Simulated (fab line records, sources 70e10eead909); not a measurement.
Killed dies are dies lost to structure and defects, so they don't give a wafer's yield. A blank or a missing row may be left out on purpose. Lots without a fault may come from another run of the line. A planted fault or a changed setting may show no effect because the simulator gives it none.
fab line records | flow nand_harc
record lots=6 wafers=18 last_day=33
route steps=1302 shown P_GATE@134 END@1302
lots that met no fault: from a run of the same line without faults
start_h: hours from the record's first day to the start of the lot's first wafer shown | wait_h: hours since the lot's step before | " the same as in the row above | L1.1+2: a row that stands for several wafers | - no value, or no start given | * or withheld: withheld | < > ~ a bound
route shown NAME@n: a module of which the file shows steps, and the number in the route of the first | usual: mean/standard deviation of fault-free wafers | same: alike in all rows | chamber/n: place in a boat | sites: the reading at each site | _std_site: their standard deviation | _edge_site: outer sites' mean less inner sites' | radius_mm: how far each site lies from the wafer's centre | mask NAME#n: copy n | behind: the tool/chamber that last shaped the wafer | hold: why the lot was held/for how many hours/how that ended | device: the transistor (n, p or np) that didn't switch | end of line: the same wafers' tests at the end of the route | a step without rows: its recipe alone | killed: dies lost to structure and defects at the first sort, not the wafer's yield | map: a wafer's dies, x killed, . not, _ none there
set.NAME: the setting as run; set.NAME@STEP: as run at that earlier step | model.NAME: the simulator's own value behind a step, which no gauge read
lots at some steps of the route; a table a step, a row a wafer
services: from which hour (start_h, from the record's first day; less than 0 if before it) a tool's chamber was out of use, for how many hours, and why
## steps
# step NHARC_P_GATE_HMDS_19
# recipe time_s=30
# step NHARC_P_GATE_COAT_20
# recipe spin_rpm=1500 resist_thk_nm=90
# step NHARC_P_GATE_SOFTBAKE_21
# recipe temp_c=105 time_s=55
# step NHARC_P_GATE_EBR_22
# step NHARC_P_GATE_EXPOSE_23
# recipe na=1.35 target_cd_nm=120 dose_mj=93.91 mask_id=P_GATE
# step NHARC_P_GATE_PEB_24
# recipe peb_temp_c=100 peb_time_s=65
# step NHARC_P_GATE_DEVELOP_25
# recipe develop_time_s=35 dev_temp_c=23
# step NHARC_P_GATE_CD_MEAS_26
# recipe target_cd_nm=120 landing_energy_ev=500
# usual cd_nm=120.1/0.88
# columns lot.wafer tool chamber start_h wait_h cd_nm
L768.1 cd_sem-02 0 156.33 - 120.7
L768.3 " 0 " " 119.2
L768.6 " 0 " " 119.7
L771.2 cd_sem-01 0 192.74 - 119.3
L771.3 " 0 " " 119.0
L771.4 " 0 " " 118.8
L780.2 cd_sem-01 0 279.97 - 119.7
L780.5 " 0 " " 119.1
L780.6 " 0 " " 118.9
L781.1 cd_sem-03 0 280.27 - 119.6
L781.4 " 0 " " 118.9
L781.5 " 0 " " 119.7
L783.1 cd_sem-01 0 305.32 - 120.7
L783.4 " 0 " " 119.7
L783.5 " 0 " " 120.1
L784.1 cd_sem-03 0 318.48 - 120.3
L784.2 " 0 " " 119.4
L784.5 " 0 " " 119.2
# step NHARC_P_GATE_OVL_MEAS_27
# usual overlay_x_nm=-0.2/0.83 overlay_y_nm=-0.2/0.82
# columns lot.wafer tool chamber start_h wait_h overlay_x_nm overlay_y_nm
L768.1 overlay-02 - 156.42 - -0.3 -0.4
L768.3 " - " " -0.5 -0.5
L768.6 " - " " -0.1 0.2
L771.2 overlay-02 - 192.83 - 0.4 0.3
L771.3 " - " " 0.4 0.3
L771.4 " - " " 0.6 0.6
L780.2 overlay-01 - 280.06 - -0.9 -0.7
L780.5 " - " " 0.0 -0.9
L780.6 " - " " -0.2 -1.5
L781.1 overlay-01 - 280.36 - 0.0 0.0
L781.4 " - " " 0.2 -0.3
L781.5 " - " " 0.1 -0.1
L783.1 overlay-01 - 305.41 - -2.1 -0.4
L783.4 " - " " -1.8 -0.3
L783.5 " - " " -2.0 0.2
L784.1 overlay-01 - 318.57 - 0.4 -0.3
L784.2 " - " " 0.8 -0.1
L784.5 " - " " 0.9 -0.1
# step NHARC_P_GATE_INSPECT_28
# usual raw_defect_count=6.9/2.9
# columns lot.wafer tool chamber start_h wait_h raw_defect_count
L768.1 defect_inspect-02 - 156.46 0.0 12
L768.3 " - " " 7
L768.6 " - " " 5
L771.2 defect_inspect-01 - 192.87 0.0 6
L771.3 " - " " 7
L771.4 " - " " 10
L780.2 defect_inspect-01 - 280.09 0.0 3
L780.5 " - " " 3
L780.6 " - " " 5
L781.1 defect_inspect-02 - 280.40 0.0 9
L781.4 " - " " 11
L781.5 " - " " 5
L783.1 defect_inspect-01 - 305.44 0.0 4
L783.4 " - " " 2
L783.5 " - " " 5
L784.1 defect_inspect-02 - 318.61 0.0 7
L784.2 " - " " 3
L784.5 " - " " 7
# step NHARC_P_GATE_DESCUM_31
# recipe time_s=3 o2_flow_sccm=200 ar_flow_sccm=0 bias_power_w=0 chemistry=O2
# usual chamber_pressure_mTorr=60.00/0.054 drypump_motor_current_A=5.6/0.42 mfc_ar_sccm=0.014/0.014 oes_product_au=1.001/0.015 rf_vpp_V=58.0/0.87 showerhead_plenum_p_Torr=1.95/0.091 throttle_valve_pct=11.312/0.0093
# columns lot.wafer tool chamber start_h wait_h chamber_pressure_mTorr drypump_motor_current_A mfc_ar_sccm oes_product_au rf_hours_counter_h rf_vpp_V showerhead_plenum_p_Torr throttle_valve_pct
L768.1 rie_diel-13 3 156.53 0.1 60.01 5.0 0.029 1.023 11 57.9 1.85 11.307
L768.3 " 1 " " 60.00 5.8 0.024 0.999 10 56.5 1.83 11.306
L768.6 " 2 " " 60.09 5.2 0.034 0.985 - 58.3 2.06 11.323
L771.4 rie_diel-13 1 192.93 0.1 60.07 5.8 0.024 0.972 0 57.5 1.83 11.313
L771.2 " 2 " " 59.97 5.2 0.034 0.980 0 58.2 2.06 11.292
L771.3 " 3 " " 60.08 5.1 0.029 1.013 0 58.0 1.85 11.327
L780.2 rie_diel-13 1 280.16 0.1 59.92 5.8 0.024 0.969 8 56.6 1.83 11.313
L780.6 " 0 " " 59.97 5.7 0 0.989 - 58.7 2.04 11.301
L780.5 " 1 " " 60.03 5.8 0.024 0.975 - 58.1 1.83 11.325
L781.4 rie_diel-09 3 280.47 0.1 59.97 6.1 0 1.011 7 59.7 2.02 11.320
L781.1 " 0 " " 60.13 4.9 0.002 0.999 7 58.6 1.95 11.322
L781.5 " 2 " " 59.90 6.0 0.009 1.017 - 56.8 1.80 11.308
L783.1 rie_diel-13 0 305.51 0.1 60.00 5.7 0 0.986 9 58.9 2.04 11.304
L783.5 " 0 " " 59.99 5.7 0 0.993 - 58.6 2.04 11.318
L783.4 " 2 " " 60.05 5.2 0.034 0.984 - 58.1 2.06 11.305
L784.2 rie_diel-09 0 318.67 0.1 60.00 4.8 0.002 0.998 8 56.8 1.95 11.313
L784.1 " 1 " " 60.13 6.0 0 1.031 9 57.7 1.94 11.289
L784.5 " 1 " " 60.03 6.0 0 1.013 - 57.7 1.94 11.319
# step NHARC_P_GATE_ETCH_104
# recipe target_depth_a=600 time_s=withheld cf4_flow_sccm=100 chf3_flow_sccm=30 ar_flow_sccm=0 rf_w=500 bias_w=200 chemistry=CF4/CHF3
# usual chamber_pressure_mTorr=25.002/0.022 drypump_motor_current_A=5.6/0.4 mfc_ar_sccm=0.014/0.014 oes_product_au=0.956/0.023 rf_vpp_V=371.3/2.5 showerhead_plenum_p_Torr=1.59/0.074 throttle_valve_pct=16.803/0.0093
# columns lot.wafer tool chamber start_h wait_h chamber_pressure_mTorr drypump_motor_current_A mfc_ar_sccm oes_product_au rf_vpp_V showerhead_plenum_p_Torr throttle_valve_pct
L768.1 rie_diel-13 2 156.61 0.1 24.995 5.2 0.034 0.956 373.6 1.69 16.803
L768.3 " 0 " " 24.969 5.7 0 0.987 375.0 1.67 16.800
L768.6 " 2 " " 24.999 5.2 0.034 0.957 374.0 1.69 16.799
L771.2 rie_diel-13 3 193.01 0.1 24.987 5.1 0.029 0.933 368.8 1.53 16.815
L771.3 " 1 " " 25.024 5.8 0.024 0.911 368.7 1.51 16.807
L771.4 " 2 " " 25.014 5.2 0.034 0.916 372.7 1.69 16.808
L780.2 rie_diel-13 2 280.25 0.1 24.978 5.2 0.034 0.972 373.4 1.69 16.800
L780.5 " 0 " " 25.002 5.7 0 0.945 373.3 1.67 16.783
L780.6 " 1 " " 25.006 5.8 0.024 0.939 367.9 1.51 16.819
L781.1 rie_diel-09 0 280.55 0.1 25.025 4.8 0.002 0.977 372.4 1.60 16.806
L781.4 " 1 " " 24.990 6.1 0 0.962 371.8 1.60 16.799
L781.5 " 3 " " 25.007 6.1 0 0.975 373.2 1.66 16.816
L783.1 rie_diel-13 2 305.62 0.1 25.000 5.2 0.034 0.953 374.1 1.69 16.798
L783.4 " 1 " " 25.025 5.8 0.024 0.944 368.0 1.51 16.809
L783.5 " 2 " " 25.006 5.2 0.034 0.949 374.1 1.69 16.804
L784.2 rie_diel-09 0 318.78 0.1 25.026 4.8 0.002 0.948 372.1 1.60 16.794
L784.1 " 1 " " 25.027 6.1 0 0.964 372.6 1.60 16.807
L784.5 " 1 " " 24.992 6.1 0 0.967 370.8 1.60 16.813
# step NHARC_P_GATE_HM_OPEN_105
# recipe target_depth_a=3600 o2_flow_sccm=400 cos_flow_sccm=20 ar_flow_sccm=0 rf_w=500 bias_w=300 chemistry=O2/COS
# usual chamber_pressure_mTorr=19.999/0.018 drypump_motor_current_A=5.6/0.41 mfc_ar_sccm=0.014/0.014 oes_product_au=0.999/0.012 rf_vpp_V=468/3.1 showerhead_plenum_p_Torr=3.16/0.15 throttle_valve_pct=28.330/0.0092
# columns lot.wafer tool chamber start_h wait_h chamber_pressure_mTorr drypump_motor_current_A mfc_ar_sccm oes_product_au rf_hours_counter_h rf_vpp_V showerhead_plenum_p_Torr throttle_valve_pct
L768.3 rie_diel-13 1 156 - 20.003 5.8 0.024 0.557 11 465 3.00 28.326
L768.1 " 3 " " 19.984 5.1 0.029 1.023 11 464 3.03 28.323
L768.6 " 1 " " 20.014 5.8 0.024 1.003 - 465 3.00 28.332
L771.4 rie_diel-13 0 193 - 19.992 5.7 0 0.553 0 471 3.32 28.317
L771.2 " 1 " " 20.042 5.8 0.024 0.973 0 465 3.00 28.316
L771.3 " 3 " " 19.991 5.1 0.029 0.550 0 466 3.03 28.333
L780.2 rie_diel-13 3 280 - 19.975 5.0 0.029 1.004 7 466 3.02 28.336
L780.6 " 2 " " 19.989 5.2 0.034 0.983 - 472 3.35 28.322
L780.5 " 3 " " 19.988 5.0 0.029 0.988 - 466 3.02 28.326
L781.4 rie_diel-09 1 280 - 20.025 6.1 0 1.013 7 468 3.17 28.327
L781.1 " 2 " " 20.011 6.0 0.009 1.007 8 463 2.94 28.323
L781.5 " 2 " " 20.018 6.0 0.009 1.006 - 464 2.94 28.337
L783.1 rie_diel-13 2 305 - 19.997 5.2 0.034 0.990 9 470 3.35 28.344
L783.5 " 0 " " 20.012 5.7 0 0.996 - 471 3.31 28.324
L783.4 " 1 " " 20.010 5.8 0.024 0.977 - 464 3.00 28.308
L784.2 rie_diel-09 0 318 - 20.008 4.9 0.002 0.988 8 469 3.18 28.340
L784.1 " 1 " " 20.028 6.1 0 0.992 9 470 3.17 28.317
L784.5 " 0 " " 19.980 4.8 0.002 0.982 - 468 3.18 28.333
# step NHARC_P_GATE_STRIP_106
# recipe o2_flow_sccm=400 cos_flow_sccm=20 ar_flow_sccm=0 bias_w=0 chemistry=O2/COS
# step NHARC_END_SORT_01
# recipe temp_c=25
# usual killed_at_array=52/17 killed_at_other=1.2/1.4 killed_at_periphery=4.7/2.9 killed_dies=58/17 killed_open=3.2/1.9 killed_short=2.4/1.4
# same gross_dies=677
# columns lot.wafer tool chamber start_h wait_h killed_at_array killed_at_other killed_at_periphery killed_dies killed_open killed_short
L768.1 prober-01 0 616.42 2.5 56 1 7 64 3 2
L768.3 prober-01 0 618.04 3.1 53 0 614 667 5 1
L768.6 prober-01 0 620.47 4.1 31 1 7 39 2 3
L771.3 prober-02 0 662.32 3.1 94 3 570 667 6 2
L771.4 prober-02 0 663.12 3.4 68 1 598 667 3 2
# killed by level:class
L768.1 A_CHANNEL_HOLE_D1:chamber_film_flake=28 A_CHANNEL_HOLE_D2:chamber_film_flake=8 A_CONTACT:chamber_film_flake=6 A_M1:chamber_film_flake=5 P_ZERO_WELL:chamber_film_flake=3 P_GATE:chamber_film_flake=2 A_DECK1_JOINT:chamber_film_flake=2 A_SLIT:chamber_film_flake=2
L768.3 P_GATE:area_open=608 A_CHANNEL_HOLE_D1:chamber_film_flake=27 A_CHANNEL_HOLE_D2:chamber_film_flake=8 A_STAIRCASE:chamber_film_flake=5 A_CONTACT:chamber_film_flake=4 P_M0:geometric_particle:open=3 A_M1:chamber_film_flake=3 A_WL_FILL:chamber_film_flake=2
L768.6 A_CHANNEL_HOLE_D1:chamber_film_flake=15 A_CONTACT:chamber_film_flake=4 A_CHANNEL_HOLE_D2:chamber_film_flake=3 P_ZERO_WELL:chamber_film_flake=2 P_GATE:chamber_film_flake=2 A_STAIRCASE:chamber_film_flake=2 A_M1:chamber_film_flake=2 P_GATE:geometric_particle:short=1
L771.3 P_GATE:area_open=565 A_SLIT:chamber_film_flake=32 A_CHANNEL_HOLE_D1:chamber_film_flake=30 A_CHANNEL_HOLE_D2:chamber_film_flake=13 A_CONTACT:chamber_film_flake=7 P_GATE:chamber_film_flake=3 THIN_TSV:chamber_film_flake=3 A_STAIRCASE:chamber_film_flake=2
L771.4 P_GATE:area_open=590 A_CHANNEL_HOLE_D2:chamber_film_flake=21 A_SLIT:chamber_film_flake=21 A_CHANNEL_HOLE_D1:chamber_film_flake=11 P_GATE:chamber_film_flake=4 A_CONTACT:chamber_film_flake=4 A_CHANNEL_FILL_D1:geometric_particle:short=2 A_CHANNEL_HOLE_D2:geometric_particle:open=2
# map L768.3 (x killed, . not)
____________x____________
_________xxxxxxx_________
_______xxxxxxxxxxx_______
______xxxxxx.xxxxxx______
_____xxxxxxxxxxxxxxx_____
____xxxxxxxxxxxxxxxxx____
____xxxxxxxxxxxxxxxxx____
___xxxxxxxxxxxxxxxxxxx___
___xxxxxxxxxxxxxxxxxxx___
__xxxxxxxx.xxxxxxxxxxxx__
__xxxxxxxxxxxxxxxxxxxxx__
_xxxxxxxxxxxxxxxxxxxxxxx_
_.xxxxxxxxxxxxxxxxxxxxxx_
_xxxxxxxxxxxxxxxxxxxxxxx_
_xxxxxxxxxxxxxxxxxxxxxxx_
_xxxxxxxxxxxxxxxxxxxxxxx_
xxxxxxxxxxxxxxxxxxxxxxxxx
xxxxxxxxxxxxxxxxxxxxxxxxx
xxxxxxxxxxxxxxxxxxxxxxxxx
xxxxxxxxxxxxxxxxxxxxxxxxx
.xxxxxxxxxxxxxxxxxxxxxxxx
_xxxxxxxxxxxxx.xxxxxxxxx_
_xxxxxxxxxxxxx.xxxxxxxxx_
_xxxxxxxxxxxxxxxx.xxxxxx_
_xxxxxxxxxxxxxxx.xxxxxxx_
_xxxxxxxxxxxx.xxxxxxxxxx_
__xxxxxxxxxxxxxxxxxxxxx__
__xxxxxxxxxxxxxxxxxxxxx__
___xxxxxxxxxxxxxxxxxxx___
___xxxxxxxxxxxxxxxxxxx___
____xxxxxxxxxxxxxxxxx____
____xxxxxxxxxxxxxxxxx____
_____xx.xxxxxxxxxxxx_____
______xxxxxxxxxxxxx______
_______xxxxxxxxxxx_______
_________xxxxxxx_________
____________x____________
# map L771.3 (x killed, . not)
____________x____________
_________xxxxxxx_________
_______xxxxxxxxxxx_______
______xxx.x.xxxxxxx______
_____xxxxxxxxxxxxxxx_____
____xxxxxxxxxxxxxxxxx____
____xxxxxxxxxxxxxxxxx____
___xxxxxxxxxxxxxxxxxxx___
___xxxxxxxxxxxxxxxxxxx___
__xxxxxxxxxxxxxxxxxxxxx__
__xxxxxxxxxxxxxxxxxxxxx__
_xxxxxxxxxxxxxxxxxxxxxxx_
_xxxxxxxxxxxxxxxxxxxxxxx_
_xxxxxxxxxxxxxxxxxxxxxxx_
_xxxxxxxxxxxxxxxxxxxxxxx_
_xxxxxxxxxxxxxxxxxxxxxxx_
xxxxxxxxxxxxxxx.xxxxxxxxx
xxxxxxxxxxxxxxxxxxxxxxxxx
xxxxxxxxxxxxxxxxxxxxxxxxx
xxxxxxxxxxxxxxxxxxxxxxxxx
xxxxxxx.xxxxxx.xxxxxxxxxx
_xx.xxxxxxxxxxxxxxx.xxxx_
_xxxxxxxxxx.xxxxxxxxxxxx_
_xxxxxxxxxxxxxxxxxxxxxxx_
_xxxxxxxxxxxxxxxxxxxxxxx_
_xxxxxxxxxxxxxxxxxxxxxxx_
__xxxxxxxxxxxxxxxxxxxxx__
__xxxxxxxxxxxxxxxxxxxxx__
___xxxxxxxxxxxxxxxxxxx___
___x.xxxxxxxxxxxx.xxxx___
____xxxxxxxxxxxxxxxxx____
____xxxxxxxxxxxxxxxxx____
_____xxxxxxxxxxxxxxx_____
______xxxxxxxxxxxxx______
_______xxxxxxxxxxx_______
_________xxxxxxx_________
____________x____________
## services
# columns tool chamber start_h hours kind
rie_diel-09 - 143.10 9.0 pm
rie_diel-13 0 144.00 - clean
rie_diel-13 1 144.00 - clean
rie_diel-13 2 144.00 - clean
rie_diel-13 3 144.00 - clean
rie_diel-09 3 154.89 8.6 repair
rie_diel-13 - 165.00 9.0 pm
rie_diel-13 0 165.00 9.0 vent_cycle
rie_diel-13 1 165.00 9.0 vent_cycle
rie_diel-13 2 165.00 9.0 vent_cycle
rie_diel-13 3 165.00 9.0 vent_cycle
rie_diel-13 0 174.00 - clean
rie_diel-13 1 174.00 - clean
rie_diel-13 2 174.00 - clean
rie_diel-13 3 174.00 - clean
rie_diel-13 0 198.50 - clean
rie_diel-13 1 198.50 - clean
rie_diel-13 2 198.50 - clean
rie_diel-13 3 198.50 - clean
rie_diel-09 3 200.05 2.7 repair
rie_diel-13 - 203.11 0.3 repair
rie_diel-13 3 298.39 30.6 repair
rie_diel-09 2 299.62 4.5 repair
rie_diel-09 2 311.19 16.1 repair
## key
first_sign step=NHARC_P_GATE_HM_OPEN_105 reading=oes_product_au direction=down sigmas=37 usual=0.999 struck=0.553
effect step=NHARC_END_SORT_01 reading=killed_at_periphery direction=up sigmas=99+ usual=4.7 struck=594
more_kills_born_at NHARC_P_GATE_HM_OPEN_105@rie_diel-13=1763
met_at NHARC_P_GATE_HM_OPEN_105
struck_wafers L768.3,L771.3,L771.4
later_rows_left_out L768.3,L771.3,L771.4
tester_left_out L768,L771
fault kind=process_parameter_drift tool=rie_diel-13 chamber=- onset_h=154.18 steps=NHARC_P_GATE_HM_OPEN_105 channel=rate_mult offset=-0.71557 shape=step end_h=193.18 scope=struck_wafers_only
# tester_left_out: of these lots the tester's yield and bins aren't shown, on N5 and GAA mostly nor the transistor test; their killed dies are dies lost to structure and defects alone, not to doping, threshold or leakage, so they don't give the yield
# later_rows_left_out: the simulator's readings of these wafers behind a module that went badly wrong aren't trusted and aren't shown, but for the sort
